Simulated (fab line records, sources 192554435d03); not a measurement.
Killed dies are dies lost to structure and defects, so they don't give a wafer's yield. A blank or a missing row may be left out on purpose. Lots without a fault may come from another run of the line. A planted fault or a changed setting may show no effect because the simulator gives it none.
Split-lot experiment | flow n5_finfet | 7 lots, 21 wafers read, on a route of 1938 steps

THE SPLIT
At N5_BEOL_M4_TRENCH_ETCH_37 (etches SiOC in C4F6/O2, target depth 55.555 nm, time 29.2 s), the setting time_s was moved away from the recipe's 29.2 s on 8 of the 21 wafers read, by -6.3% to +21.0%. The other wafers ran this setting at the recipe's value.

FROM THE SPLIT TO THE READING: what the file shows between them, 2 steps
- N5_BEOL_M4_ETCH_41: etches SiCN in CH3F/O2, target depth 29.9 nm, time 52.5 s
- N5_BEOL_M4_STRIP_97: strips in N2/H2, time 10 s

THE READING
trench_depth_nm, in nm, at N5_BEOL_M4_OCD_MEAS_38. Fault-free wafers of this fab line usually give 55.2 nm, standard deviation 1.2 nm.

wafer  | tool, chamber at the split | time_s as run, s | against the recipe | trench_depth_nm, nm | against lot-mates on the recipe
L079.1 | rie_diel-01, 3             | 31.02            | +6.2%              | 57.9                | +3.1
L079.3 | rie_diel-01, 1             | 29.2             | recipe             | 54.8                | -
L079.5 | rie_diel-01, 2             | 31.02            | +6.2%              | 60.2                | +5.4
L080.2 | rie_diel-04, 3             | 29.2             | recipe             | 58.1                | -
L080.4 | rie_diel-04, 0             | 27.35            | -6.3%              | 52.8                | -5.3
L080.5 | rie_diel-04, 3             | 27.35            | -6.3%              | 54.5                | -3.6
L084.2 | rie_diel-01, 3             | 32.11            | +10.0%             | 61.2                | +5.4
L084.3 | rie_diel-01, 1             | 32.11            | +10.0%             | 59.9                | +4.1
L084.4 | rie_diel-01, 0             | 29.2             | recipe             | 55.8                | -
L089.2 | rie_diel-01, 1             | 29.2             | recipe             | 54.3                | -
L089.3 | rie_diel-01, 3             | 29.2             | recipe             | 55.0                | -
L089.6 | rie_diel-01, 3             | 29.2             | recipe             | 55.1                | -
L091.3 | rie_diel-04, 0             | 29.2             | recipe             | 53.8                | -
L091.5 | rie_diel-04, 2             | 29.2             | recipe             | 54.9                | -
L091.6 | rie_diel-04, 1             | 29.2             | recipe             | 54.6                | -
L097.2 | rie_diel-01, 2             | 29.2             | recipe             | 56.0                | -
L097.4 | rie_diel-01, 1             | 35.32            | +21.0%             | 65.4                | +9.4
L097.6 | rie_diel-01, 0             | 35.32            | +21.0%             | 65.6                | +9.6
L096.1 | rie_diel-05, 2             | 29.2             | recipe             | 55.6                | -
L096.4 | rie_diel-05, 0             | 29.2             | recipe             | 55.5                | -
L096.5 | rie_diel-05, 1             | 29.2             | recipe             | 53.6                | -

THE FIT
A straight line over all 21 wafers: trench_depth_nm changes by +0.476 nm for each +1% of time_s; r = +0.95; the points scatter about the line by 1.2 nm.
The same after taking each lot's own level away (the mean of its wafers on the recipe; 21 wafers): +0.493 nm for each +1%; r = +0.97; scatter 0.92 nm.
On that fit, the largest move of time_s shifts the reading by 10 nm.
The lots' own levels span 54.43 to 58.10 nm, that is 3.1 times the standard deviation above.
So the lot-to-lot level changes the slope little: the two slopes agree.
Check: with one of the wafers moved furthest among these (+21.0%) left out of the fit, the line predicts +10.7 nm for it against its lot-mates. It came out at +9.4 nm against them.

OTHER SPLITS ON THESE WAFERS
These wafers also went through other splits before the reading. Each is held against what the fit with the lots' levels taken away leaves over:
other split on the same wafers    | wafers away from the commonest value | r with trench_depth_nm (lot level and that fit taken away)
N5_BEOL_M0_SAQP_EXPOSE_11 dose_mj | 8                                    | -0.41
N5_BEOL_M0_SAQP_ETCH_88 source_w  | 7                                    | -0.19
N5_BEOL_M0_CUTY_EXPOSE_54 dose_mj | 8                                    | -0.53
N5_BEOL_M1_COAT_62 spin_rpm       | 8                                    | -0.08
N5_BEOL_M2_ETCH_70 source_w       | 8                                    | +0.08
N5_BEOL_M3_COAT_22 spin_rpm       | 7                                    | -0.15
N5_BEOL_M3_EXPOSE_25 dose_mj      | 10                                   | -0.12

THE WHOLE CHAIN: every reading that the file lists as answering this split, in the file's order
step                      | what it does                                                | reading                                                                   | change (the file's fit)               | r (the file's)
N5_BEOL_M4_TRENCH_ETCH_37 | etches SiOC in C4F6/O2, target depth 55.555 nm, time 29.2 s | etch.depth_nm (the simulator's own value, which no gauge read)            | +0.499 nm for each +1% of the setting | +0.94
N5_BEOL_M4_TRENCH_ETCH_37 | etches SiOC in C4F6/O2, target depth 55.555 nm, time 29.2 s | BEOL_M4.feature_depth_nm (the simulator's own value, which no gauge read) | +0.498 nm for each +1% of the setting | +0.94
N5_BEOL_M4_OCD_MEAS_38    |                                                             | trench_depth_nm                                                           | +0.487 nm for each +1% of the setting | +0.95

THE FILE'S OWN FIT
trench_depth_nm changes by +0.487 nm for each +1% of time_s, r = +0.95.
